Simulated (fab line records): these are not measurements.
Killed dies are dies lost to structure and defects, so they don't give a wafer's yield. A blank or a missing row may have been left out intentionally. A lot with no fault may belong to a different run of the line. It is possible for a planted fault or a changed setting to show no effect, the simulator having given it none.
fab line records	flow n5_finfet
[record] lots = 10	wafers = 30	last_day = 19
route steps=1938 shown BEOL_M0@731 BEOL_M1@751 BEOL_M4@1111 PASSIVATION@1936
lots with no fault: from the same line, run without faults
start_h: the number of hours between the record's first day and the start of the first shown wafer of the lot	wait_h: hours since the lot's step before	" as in the row above	L1.1+2: several wafers, shown together as one row	- either no value or no given start	* or withheld: withheld	< > ~ a bound
route shown NAME@n: a module of which the file shows steps, and the number in the route of the first	usual: mean and standard deviation over wafers with no fault	same: alike in all rows	chamber/n: place in a boat	sites: each site's reading	_std_site: the standard deviation of these	_edge_site: outer sites' mean less inner sites'	radius_mm: for every site, how far away it sits from the centre of the wafer	mask NAME#n: copy n	behind: the tool/chamber that last shaped the wafer	hold: why the lot was held/for how many hours/how that ended	device: which transistor (n, p or np) failed to switch	end of line: the route-end tests of the same wafers	for a step that has no rows: nothing shown but its recipe	killed: dies lost to structure and defects at the first sort, not the wafer's yield	map: per-die view of a wafer (x killed, . not killed, _ where there is no die)
set.NAME: the setting the step ran with; set.NAME@STEP: the setting that earlier step ran with	model.NAME: the simulator's own value behind a step, which no gauge read
steps of the route over a sample of lots; a table a step, a row a wafer
services: when a tool's chamber went out of use (start_h, in hours from the record's first day, below 0 if earlier), for how many hours, and the reason
[[steps]]
[step N5_BEOL_M0_ALD_136]
[recipe] material = TaN	target_thk_a = *	temp_c = 275	ald_precursor_family = PDMAT	ald_co_reactant = NH3	pressure_torr = 3	carrier_flow_sccm = 1500	pulse_time_s = 2	purge_time_s = 3	co_reactant_purge_time_s = 2	co_reactant_pulse_time_s = 3	ald_cycles = 30	precursor_vessel_temp_c = 75	precursor_vessel_pressure_torr = 26.25	precursor_vessel_carrier_sccm = 1000
[usual] heater_power_w = 421/42
[same] ald_cycles = 30	pulse_time_s = 2
lot.wafer	tool	chamber	start_h	wait_h	heater_power_w
L105.1	ald_metal-01	3	124.15	0.0	407
L105.2	"	1	"	"	482
L105.5	"	3	"	"	398
L106.1	ald_metal-02	0	129.46	0.0	346
L106.2	"	2	"	"	353
L106.5	"	3	"	"	385
L107.1	ald_metal-02	3	131.75	0.1	387
L107.2	"	0	"	"	356
L107.5	"	2	"	"	348
L108.1	ald_metal-01	0	139.08	0.0	443
L108.3	"	1	"	"	506
L108.6	"	2	"	"	424
L109.2	ald_metal-01	0	146.89	0.0	440
L109.3	"	2	"	"	424
L109.6	"	3	"	"	409
L112.1	ald_metal-02	0	163.93	0.0	351
L112.2	"	2	"	"	353
L112.5	"	2	"	"	346
L115.2	ald_metal-02	1	177.01	0.1	359
L115.4	"	2	"	"	355
L115.5	"	1	"	"	364
L122.1	ald_metal-01	0	227.72	0.1	449
L122.2	"	2	"	"	440
L122.6	"	1	"	"	500
L126.2	ald_metal-04	2	253.21	0.0	441
L126.5	"	0	"	"	409
L126.6	"	3	"	"	459
L127.1	ald_metal-01	0	254.86	0.0	440
L127.3	"	1	"	"	486
L127.6	"	3	"	"	408
[step N5_BEOL_M0_SPUTTER_141]
[recipe] material = Cu	target_thk_a = 40	temp_c = -20	chamber_pressure_pa = 0.07	power_w = withheld	time_s = 7.37
[usual] substrate_temp_c = -20.00/0.089	throttle_valve_pct = 30.3/1.3
lot.wafer	tool	chamber	start_h	wait_h	substrate_temp_c	throttle_valve_pct
L105.1	pvd_sputter-01	-	124.94	0.0	-19.95	31.2
L105.2	"	-	"	"	-19.84	31.2
L105.5	"	-	"	"	-20.01	31.6
L106.1	pvd_sputter-02	-	130.38	0.0	-20.05	30.0
L106.2	"	-	"	"	-20.01	32.0
L106.5	"	-	"	"	-19.98	30.0
L107.1	pvd_sputter-01	-	132.56	0.0	-19.89	31.2
L107.2	"	-	"	"	-20.15	31.2
L107.5	"	-	"	"	-20.15	31.2
L108.1	pvd_sputter-01	-	139.93	0.0	-20.03	30.7
L108.3	"	-	"	"	-20.03	31.3
L108.6	"	-	"	"	-20.11	31.2
L109.2	pvd_sputter-03	-	147.84	0.0	-20.02	28.9
L109.3	"	-	"	"	-20.05	27.4
L109.6	"	-	"	"	-20.00	30.4
L112.1	pvd_sputter-03	-	164.74	0.0	-20.05	28.6
L112.2	"	-	"	"	-19.98	27.5
L112.5	"	-	"	"	-20.02	30.5
L115.2	pvd_sputter-02	-	179.47	0.0	-20.05	29.9
L115.4	"	-	"	"	-20.10	29.8
L115.5	"	-	"	"	-20.03	30.0
L122.1	pvd_sputter-01	-	228.77	0.0	-20.06	31.1
L122.2	"	-	"	"	-20.01	31.4
L122.6	"	-	"	"	-20.00	30.9
L126.2	pvd_sputter-02	-	254.48	0.0	-20.02	30.5
L126.5	"	-	"	"	-19.81	30.0
L126.6	"	-	"	"	-19.98	30.6
L127.1	pvd_sputter-02	-	256.06	0.0	-20.04	31.7
L127.3	"	-	"	"	-19.90	29.7
L127.6	"	-	"	"	-19.88	31.8
[step N5_BEOL_M0_DEP_125]
[recipe] material = SiCN	target_thk_a = 80	temp_c = withheld	precursor = 3MS/NH3	pressure_torr = 3	rf_w = 202	time_s = 14
[usual] showerhead_plenum_p_Torr = 3.665/0.013	throttle_valve_pct = 9.1/0.59
lot.wafer	tool	chamber	start_h	wait_h	showerhead_plenum_p_Torr	throttle_valve_pct
L105.1	pecvd-01	1	128.42	0.0	3.671	8.8
L105.2	"	0	"	"	3.655	9.1
L105.5	"	1	"	"	3.673	8.4
L106.1	pecvd-02	0	133.38	0.0	3.653	8.3
L106.2	"	1	"	"	3.667	9.7
L106.5	"	0	"	"	3.657	8.5
L107.1	pecvd-01	2	135.78	0.0	3.674	8.2
L107.2	"	0	"	"	3.662	9.4
L107.5	"	0	"	"	3.660	9.1
L108.1	pecvd-01	2	143.81	0.0	3.673	8.4
L108.3	"	0	"	"	3.651	9.2
L108.6	"	2	"	"	3.671	8.2
L109.2	pecvd-04	0	149.27	0.0	3.649	10.5
L109.3	"	1	"	"	3.650	9.7
L109.6	"	2	"	"	3.675	8.8
L112.1	pecvd-01	1	172.19	0.0	3.679	8.6
L112.2	"	0	"	"	3.663	9.3
L112.5	"	0	"	"	3.654	9.0
L115.2	pecvd-04	1	183.20	0.0	3.640	9.4
L115.4	"	1	"	"	3.646	9.5
L115.5	"	0	"	"	3.652	10.1
L122.1	pecvd-02	0	229.76	0.0	3.651	8.7
L122.2	"	1	"	"	3.666	9.5
L122.6	"	1	"	"	3.680	9.8
L126.2	pecvd-04	2	255.48	0.0	3.671	9.1
L126.5	"	0	"	"	3.651	10.3
L126.6	"	2	"	"	3.676	8.7
L127.1	pecvd-01	1	257.06	0.0	3.678	8.9
L127.3	"	2	"	"	3.672	8.2
L127.6	"	2	"	"	3.671	8.3
[step N5_BEOL_M1_ILD_DEP_00]
[recipe] material = SiOC	target_thk_a = 790	temp_c = 350	precursor = DEMS/O2	pressure_torr = 5	rf_w = 500	time_s = 15.3
[usual] heater_power_w = 499/85	showerhead_plenum_p_Torr = 5.703/0.019	susceptor_temp_C = 349.97/0.21	throttle_valve_pct = 11.8/0.84
lot.wafer	tool	chamber	start_h	wait_h	heater_power_w	showerhead_plenum_p_Torr	susceptor_temp_C	throttle_valve_pct
L105.1	pecvd-02	0	128.55	0.0	552	5.684	350.15	11.8
L105.2	"	1	"	"	555	5.678	350.05	12.8
L105.5	"	1	"	"	575	5.688	349.92	12.5
L106.1	pecvd-01	2	133.53	0.0	536	5.695	349.70	10.8
L106.2	"	1	"	"	465	5.725	350.01	11.6
L106.5	"	2	"	"	538	5.700	349.85	11.0
L107.1	pecvd-03	1	135.90	0.0	456	5.729	350.05	12.6
L107.2	"	0	"	"	485	5.720	350.14	13.1
L107.5	"	1	"	"	458	5.720	350.45	12.5
L108.1	pecvd-01	2	143.94	0.0	474	5.700	350.09	11.1
L108.3	"	0	"	"	500	5.694	349.96	12.4
L108.6	"	0	"	"	497	5.692	349.87	12.0
L109.2	pecvd-03	0	149.40	0.0	554	5.724	350.15	13.0
L109.3	"	1	"	"	483	5.716	349.86	12.5
L109.6	"	0	"	"	574	5.723	349.73	12.9
L112.1	pecvd-03	0	172.32	0.0	595	5.726	352.19	13.0
L112.2	"	2	"	"	375	5.702	349.97	10.4
L112.5	"	1	"	"	552	5.744	349.77	12.7
L115.2	pecvd-03	2	183.33	0.0	317	5.709	349.89	10.5
L115.4	"	2	"	"	330	5.698	349.97	10.5
L115.5	"	0	"	"	548	5.731	352.20	12.6
L122.1	pecvd-01	1	229.91	0.0	469	5.719	349.71	11.5
L122.2	"	0	"	"	575	5.682	350.01	12.1
L122.6	"	1	"	"	496	5.723	349.74	11.4
L126.2	pecvd-03	0	255.62	0.0	547	5.747	350.12	12.9
L126.5	"	0	"	"	540	5.734	350.09	13.0
L126.6	"	1	"	"	528	5.712	349.64	12.6
L127.1	pecvd-01	1	257.19	0.0	433	5.693	349.65	11.1
L127.3	"	0	"	"	551	5.688	349.65	12.2
L127.6	"	2	"	"	522	5.693	350.07	11.0
[step N5_BEOL_M4_RC_MEAS_101]
[usual] DIBL_N = 36.3/2.2	DIBL_P = 36.0/2.4	IOFF_N = 0.16/0.042	IOFF_P = 0.22/0.041	ION_N = 672/14	ION_P = 462/7.9	SS_N = 71.7/0.76	SS_P = 73.3/0.72	VT_N = 250/3.6	VT_P = -249/3
lot.wafer	tool	chamber	start_h	wait_h	DIBL_N[mV/V]	DIBL_P[mV/V]	IOFF_N[nA/um]	IOFF_P[nA/um]	ION_N[uA/um]	ION_P[uA/um]	SS_N[mV/dec]	SS_P[mV/dec]	VT_N[mV]	VT_P[mV]
L105.1	prober-02	0	175.75	0.0	37.1	36.6	0.18	0.24	673	467	71.0	73.4	251	-249
L105.2	"	0	"	"	35.7	36.3	0.15	0.24	667	466	71.5	73.0	252	-246
L105.5	"	0	"	"	38.0	37.9	0.20	0.27	679	463	72.0	73.9	244	-244
L106.1	prober-02	0	179.50	0.0	34.8	35.2	0.15	0.20	679	465	70.7	72.5	251	-251
L106.2	"	0	"	"	38.0	37.8	0.21	0.26	687	464	72.2	74.1	248	-249
L106.5	"	0	"	"	36.3	36.1	0.17	0.22	689	465	71.3	73.2	249	-251
L107.1	prober-01	0	180.50	0.0	34.9	34.5	0.14	0.20	668	463	72.2	73.3	249	-248
L107.2	"	0	"	"	34.7	34.2	0.14	0.20	670	463	71.0	73.2	249	-250
L107.5	"	0	"	"	34.9	34.7	0.15	0.20	678	467	71.4	73.4	247	-246
L108.1	prober-02	0	191.97	0.0	37.0	38.2	0.18	0.25	675	465	72.0	74.1	248	-249
L108.3	"	0	"	"	38.0	38.6	0.19	0.25	666	454	72.3	73.6	246	-251
L108.6	"	0	"	"	37.0	37.7	0.17	0.24	676	470	72.0	73.1	247	-249
L109.2	prober-02	0	194.86	0.2	40.6	39.6	0.24	0.30	690	475	71.8	74.6	244	-245
L109.3	"	0	"	"	41.0	40.1	0.25	0.30	691	469	72.7	74.5	241	-244
L109.6	"	0	"	"	41.2	40.5	0.27	0.32	704	477	72.2	74.6	241	-246
L112.1	prober-01	0	210.30	0.0	34.6	33.0	0.11	0.17	662	458	70.9	72.2	253	-253
L112.2	"	0	"	"	36.1	34.1	0.13	0.19	663	458	71.0	72.6	253	-250
L112.5	"	0	"	"	37.9	36.8	0.17	0.24	689	470	72.2	72.9	250	-246
L115.2	prober-01	0	220.11	0.2	38.3	37.9	0.18	0.26	672	471	72.0	73.9	250	-249
L115.4	"	0	"	"	35.6	33.7	0.14	0.19	668	458	71.0	72.3	254	-252
L115.5	"	0	"	"	37.6	35.8	0.15	0.23	663	464	72.1	73.1	253	-248
L122.1	prober-01	0	294.89	0.0	35.3	33.0	0.13	0.18	679	469	70.9	73.2	254	-253
L122.2	"	0	"	"	35.4	32.8	0.14	0.19	667	457	71.1	73.2	252	-255
L122.6	"	0	"	"	38.4	37.0	0.21	0.25	696	479	71.5	73.8	247	-248
L126.2	prober-01	0	316.66	0.2	39.2	37.0	0.23	0.21	668	447	74.3	73.7	251	-253
L126.5	"	0	"	"	38.6	38.2	0.20	0.22	685	460	72.2	73.6	249	-251
L126.6	"	0	"	"	38.5	37.3	0.20	0.21	688	454	72.5	73.6	250	-250
L127.1	prober-02	0	333.91	0.0	36.6	36.4	0.15	0.18	655	445	72.2	73.0	253	-253
L127.3	"	0	"	"	34.5	35.3	0.13	0.18	664	459	70.8	72.3	251	-255
L127.6	"	0	"	"	33.8	34.7	0.11	0.16	657	453	70.8	72.7	255	-252
[step N5_PASSIVATION_PROBE_49]
[usual] defect_limited_yield = 91.3/1.7	killed_at_M0_to_M3 = 33/9.9	killed_at_M4_up = 14/6.4	killed_at_contacts = 12/7	killed_at_front_end = 41/13	killed_at_other = 3.1/2.9	killed_dies = 103/20	killed_open = 67/14	killed_short = 34/9.4	sort_bin_4_leakage = 0.03/0.24	sort_bin_5_function = 5.1/1.1	sort_bin_6_memory = 3.2/0.79	sort_bin_8_speed = 0.02/0.15	sort_n_pass = 1077/21	sort_yield_pct = 91.2/1.7
[same] gross_dies = 1180	killed_at_back_side = 0
lot.wafer	tool	chamber	start_h	wait_h	defect_limited_yield[%]	killed_at_M0_to_M3	killed_at_M4_up	killed_at_contacts	killed_at_front_end	killed_at_other	killed_dies	killed_open	killed_short	sort_bin_4_leakage[%]	sort_bin_5_function[%]	sort_bin_6_memory[%]	sort_bin_8_speed[%]	sort_n_pass	sort_yield_pct[%]
L105.1	prober-02	-	270.93	0.0	92.3	32	12	14	32	1	91	70	21	0	4.5	3.0	0	1089	92.3
L105.2	prober-02	-	270.98	0.1	89.9	64	5	7	42	1	119	74	45	0	5.8	3.9	0	1061	89.9
L105.5	prober-02	-	271.13	0.2	93.6	22	12	3	34	4	75	51	24	0	4.2	2.1	0	1105	93.6
L106.1	prober-01	-	277.56	0.0	91.4	22	17	14	48	0	101	64	33	0	4.2	3.8	0	1079	91.4
L106.2	prober-01	-	277.61	0.1	91.4	25	12	9	56	0	102	67	35	0	5.8	2.5	0	1078	91.4
L106.5	prober-01	-	277.76	0.2	90.3	26	9	17	62	1	115	65	49	0	6.5	2.5	0	1065	90.3
L109.2	prober-02	-	290.56	0.6	92.0	33	11	10	35	5	94	66	28	0	4.5	3.3	0	1086	92.0
L109.3	prober-02	-	290.61	0.6	90.6	41	9	10	43	8	111	74	35	0	5.8	3.4	0	1069	90.6
L109.6	prober-02	-	290.76	0.8	91.3	27	9	35	29	3	103	73	30	0.08	5.4	3.0	0	1076	91.2
L112.1	prober-01	-	304.99	0.0	90.7	27	16	6	55	6	110	58	48	0	5.9	2.9	0	1070	90.7
L112.2	prober-01	-	305.04	0.1	92.5	37	5	9	37	1	89	47	40	0	4.6	2.8	0	1091	92.5
L112.5	prober-01	-	305.19	0.2	91.9	27	8	6	49	6	96	54	40	0	5.2	2.7	0	1084	91.9
L115.2	prober-02	-	317.41	0.1	92.5	25	21	8	33	1	88	58	24	0	3.8	2.9	0	1092	92.5
L115.4	prober-02	-	317.51	0.2	93.2	19	16	13	29	3	80	52	28	0	4.2	2.3	0	1100	93.2
L115.5	prober-02	-	317.56	0.2	92.3	19	11	14	43	4	91	48	30	0	3.7	3.1	0	1089	92.3
// killed by level:class
L105.1 BEOL_M0_SAQP:geometric_particle:open=12 MOL_CONTACT_COAG:geometric_particle:open=9 STI_FIN_REVEAL:geometric_particle:open=7 FIN_SAQP:geometric_particle:open=5 MOL_CONTACT_COAG:geometric_particle:short=5 BEOL_M2:geometric_particle:open=5 DUMMY_GATE:geometric_particle:open=4 GATE_CUT:geometric_particle:open=4
L105.2 BEOL_M3:geometric_particle:open=20 FIN_SAQP:geometric_particle:short=14 BEOL_M0_SAQP:geometric_particle:short=13 FIN_SAQP:geometric_particle:open=11 BEOL_M0_SAQP:geometric_particle:open=11 MOL_CONTACT_COAG:geometric_particle:open=6 BEOL_M2:geometric_particle:open=6 BEOL_M3:geometric_particle:short=6
L105.5 FIN_SAQP:geometric_particle:short=7 BEOL_M3:geometric_particle:open=7 FIN_SAQP:geometric_particle:open=6 STI_FIN_REVEAL:geometric_particle:open=6 DUMMY_GATE:geometric_particle:open=5 BEOL_M0_SAQP:geometric_particle:open=5 BEOL_M2:geometric_particle:open=5 BEOL_M0_SAQP:geometric_particle:short=3
L106.1 FIN_SAQP:geometric_particle:open=11 MOL_CONTACT_COAG:geometric_particle:open=11 GATE_CUT:geometric_particle:short=9 FIN_SAQP:geometric_particle:short=8 BEOL_M0_SAQP:geometric_particle:open=8 BEOL_M4:geometric_particle:open=7 GATE_CUT:geometric_particle:open=5 BEOL_M0_SAQP:geometric_particle:short=4
L106.2 FIN_SAQP:geometric_particle:short=13 FIN_SAQP:geometric_particle:open=11 STI_FIN_REVEAL:geometric_particle:open=8 MOL_CONTACT_COAG:geometric_particle:open=8 BEOL_M2:geometric_particle:open=8 BEOL_M4:geometric_particle:open=6 BEOL_M3:geometric_particle:open=5 DUMMY_GATE:geometric_particle:open=4
L106.5 FIN_SAQP:geometric_particle:short=18 MOL_CONTACT_COAG:geometric_particle:open=13 FIN_SAQP:geometric_particle:open=9 BEOL_M3:geometric_particle:open=9 GATE_CUT:geometric_particle:short=8 BEOL_M2:geometric_particle:open=5 STARTING-WAFER:geometric_particle:short=5 MOL_CONTACT_COAG:geometric_particle:short=4
L109.2 BEOL_M3:geometric_particle:open=10 BEOL_M2:geometric_particle:open=9 STI_FIN_REVEAL:geometric_particle:open=8 MOL_CONTACT_COAG:geometric_particle:open=8 BEOL_M1:geometric_particle:open=7 FIN_SAQP:geometric_particle:short=6 BEOL_M4:geometric_particle:open=6 FIN_SAQP:geometric_particle:open=5
L109.3 BEOL_M3:geometric_particle:open=13 FIN_SAQP:geometric_particle:open=9 STI_FIN_REVEAL:geometric_particle:open=9 MOL_CONTACT_COAG:geometric_particle:open=8 FIN_SAQP:geometric_particle:short=7 BEOL_M1:geometric_particle:open=6 BEOL_M2:geometric_particle:open=6 PASS1_CAP:geometric_particle:short=4
L109.6 MOL_CONTACT_COAG:geometric_particle:open=31 BEOL_M0_SAQP:geometric_particle:open=9 FIN_SAQP:geometric_particle:short=7 STI_FIN_REVEAL:geometric_particle:open=6 BEOL_M0_SAQP:geometric_particle:short=5 BEOL_M3:geometric_particle:open=5 BEOL_M2:geometric_particle:open=4 MOL_CONTACT_COAG:geometric_particle:short=4
L112.1 FIN_SAQP:geometric_particle:short=19 FIN_SAQP:geometric_particle:open=7 STI_FIN_REVEAL:geometric_particle:open=6 BEOL_M0_SAQP:geometric_particle:open=6 BEOL_M4:geometric_particle:open=6 SPACER0:geometric_particle:open=5 MOL_CONTACT_COAG:geometric_particle:open=5 BEOL_M1:geometric_particle:open=5
L112.2 GATE_CUT:geometric_particle:short=10 BEOL_M0_SAQP:geometric_particle:open=7 BEOL_M3:geometric_particle:open=7 MOL_CONTACT_COAG:geometric_particle:open=6 BEOL_M1:geometric_particle:open=6 BEOL_M0_SAQP:geometric_particle:short=5 BEOL_M2:geometric_particle:open=5 BEOL_M1:geometric_particle:short=4
L112.5 STI_FIN_REVEAL:geometric_particle:open=16 FIN_SAQP:geometric_particle:short=13 MOL_CONTACT_COAG:geometric_particle:open=6 BEOL_M3:geometric_particle:open=6 BEOL_M4:geometric_particle:short=5 DUMMY_GATE:geometric_particle:open=4 BEOL_M0_SAQP:geometric_particle:open=4 BEOL_M1:geometric_particle:open=4
L115.2 BEOL_M4:geometric_particle:open=9 BEOL_M2:geometric_particle:open=8 FIN_SAQP:geometric_particle:open=7 MOL_CONTACT_COAG:geometric_particle:open=6 BEOL_M0_SAQP:geometric_particle:open=5 BEOL_M4:geometric_particle:short=5 HKMG_FIN:area_etch=5 FIN_SAQP:geometric_particle:short=4
L115.4 MOL_CONTACT_COAG:geometric_particle:open=12 BEOL_M4:geometric_particle:open=11 STARTING-WAFER:geometric_particle:short=6 BEOL_M1:geometric_particle:open=5 STI_FIN_REVEAL:geometric_particle:open=4 BEOL_M0_SAQP:geometric_particle:short=4 FIN_SAQP:geometric_particle:open=3 FIN_SAQP:geometric_particle:short=3
L115.5 MOL_CONTACT_COAG:geometric_particle:open=12 HKMG_FIN:area_etch=9 FIN_SAQP:geometric_particle:short=6 BEOL_M0_SAQP:geometric_particle:short=6 BEOL_M4:geometric_particle:open=6 FIN_SAQP:geometric_particle:open=5 BEOL_M2:geometric_particle:open=5 DUMMY_GATE:geometric_particle:open=4
[[services]]
tool	chamber	start_h	hours	kind
pecvd-01	-	114.40	2.8	pm
pecvd-03	1	118.68	2.1	scheduled_down
pecvd-03	0	129.93	5.5	scheduled_down
pecvd-04	-	131.73	0.5	repair
pvd_sputter-03	-	133.80	2.7	repair
pecvd-01	-	151.85	14.6	pm
pecvd-04	0	165.96	12.2	repair
ald_metal-02	0	175.38	3.0	repair
pecvd-01	1	176.64	5.5	scheduled_down
pecvd-03	-	189.70	2.8	pm
pecvd-02	2	202.38	-	clean
pecvd-02	2	202.38	-	consumable_replace:showerhead
pecvd-02	2	202.38	29.0	scheduled_down
pecvd-02	2	202.38	29.0	vent_cycle
pecvd-01	2	217.52	5.5	scheduled_down
pecvd-02	-	231.82	5.6	repair
pecvd-04	0	231.97	6.2	repair
pecvd-01	0	233.33	2.1	scheduled_down
ald_metal-02	-	239.74	0.8	repair
[[key]]
[first_sign] step = N5_BEOL_M1_ILD_DEP_00	reading = susceptor_temp_C	direction = up	sigmas = 10	usual = *	struck = *
effect none on later readings
met_at N5_BEOL_M1_ILD_DEP_00
struck_lots L112,L115
struck_wafers L112.1,L115.5
not_acting_at N5_BEOL_M0_ALD_136,N5_BEOL_M0_SPUTTER_141,N5_BEOL_M0_DEP_125
onset_between 149.40 172.32
[fault] kind = process_parameter_drift	tool = pecvd-03	chamber = 0	onset_h = 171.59	steps = N5_BEOL_M1_ILD_DEP_00	channel = temp_c	offset = *	shape = step	end_h = 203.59	acts_in = *	stated = *
